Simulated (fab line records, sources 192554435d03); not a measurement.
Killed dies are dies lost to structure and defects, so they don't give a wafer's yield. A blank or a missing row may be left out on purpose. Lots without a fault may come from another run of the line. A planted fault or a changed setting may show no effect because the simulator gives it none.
Chamber matching | flow n5_finfet | N5_BEOL_M8_ALD_77 on ald_metal-02: 4 sister chambers
The step deposits TaN, target thk 2 nm, pulse time 2 s, purge time 3 s. 16 wafers are shown with their chamber, then 8 later ones without.

WAFERS WITH THEIR CHAMBER
wafer  | chamber | heater_power_outer_w (W) | heater_power_w (W) | mfc_carrier_sccm (sccm)
L074.2 | 2       | 209                      | 379                | 1508
L074.3 | 1       | 219                      | 403                | 1499
L074.4 | 0       | 198                      | 374                | 1492
L076.2 | 0       | 198                      | 373                | 1496
L076.5 | 2       | 200                      | 373                | 1505
L076.6 | 3       | 227                      | 422                | 1502
L077.2 | 1       | 220                      | 393                | 1496
L077.5 | 1       | 222                      | 397                | 1502
L077.6 | 3       | 227                      | 408                | 1498
L079.3 | 3       | 227                      | 423                | 1495
L079.5 | 3       | 232                      | 422                | 1504
L079.6 | 1       | 220                      | 401                | 1496
L080.1 | 0       | 194                      | 379                | 1498
L080.4 | 0       | 199                      | 379                | 1500
L080.5 | 1       | 221                      | 396                | 1502
L084.3 | 2       | 209                      | 371                | 1497

SIGNATURES (means of the wafers above)
reading              | chamber 0 | chamber 1 | chamber 2 | chamber 3 | scatter within a chamber
heater_power_outer_w | 197.25    | 220.40    | 206.00    | 228.25    | 2.78
heater_power_w       | 376.25    | 398.00    | 374.33    | 418.75    | 4.87
mfc_carrier_sccm     | 1496.50   | 1499.00   | 1503.33   | 1499.75   | 3.92
Rule: a wafer's distance from a chamber is the root of the sum, over the readings, of the square of ((its reading less the chamber's mean) divided by the reading's scatter). The wafer belongs to the nearest chamber; if the next one is less than 2 further off, it can't be placed. The scatter: the root of (the sum of the squares of (reading less its chamber's mean) over the shown wafers, divided by (wafers less chambers)).

WAFERS WITHOUT THEIR CHAMBER
wafer  | heater_power_outer_w (W) | heater_power_w (W) | mfc_carrier_sccm (sccm)
L084.4 | 218                      | 393                | 1501
L084.5 | 221                      | 410                | 1495
L088.1 | 212                      | 379                | 1507
L088.2 | 195                      | 394                | 1505
L088.4 | 225                      | 417                | 1502
L092.2 | 212                      | 381                | 1492
L092.4 | 229                      | 412                | 1499
L092.6 | 209                      | 359                | 1501

WHICH CHAMBER EACH WENT THROUGH
wafer  | from the rows above          | in truth
L084.4 | 1                            | 1
L084.5 | can't be placed: 1 or 3      | 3
L088.1 | 2                            | 2
L088.2 | can't be placed: 0 or 2      | 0
L088.4 | 3                            | 3
L092.2 | can't be placed: 2 or 1 or 0 | 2
L092.4 | 3                            | 3
L092.6 | 2                            | 2
Placed correctly: 5 of 8. Can't be placed from these rows: 3 (the true chamber is among the candidates in 3). Placed wrongly: 0.
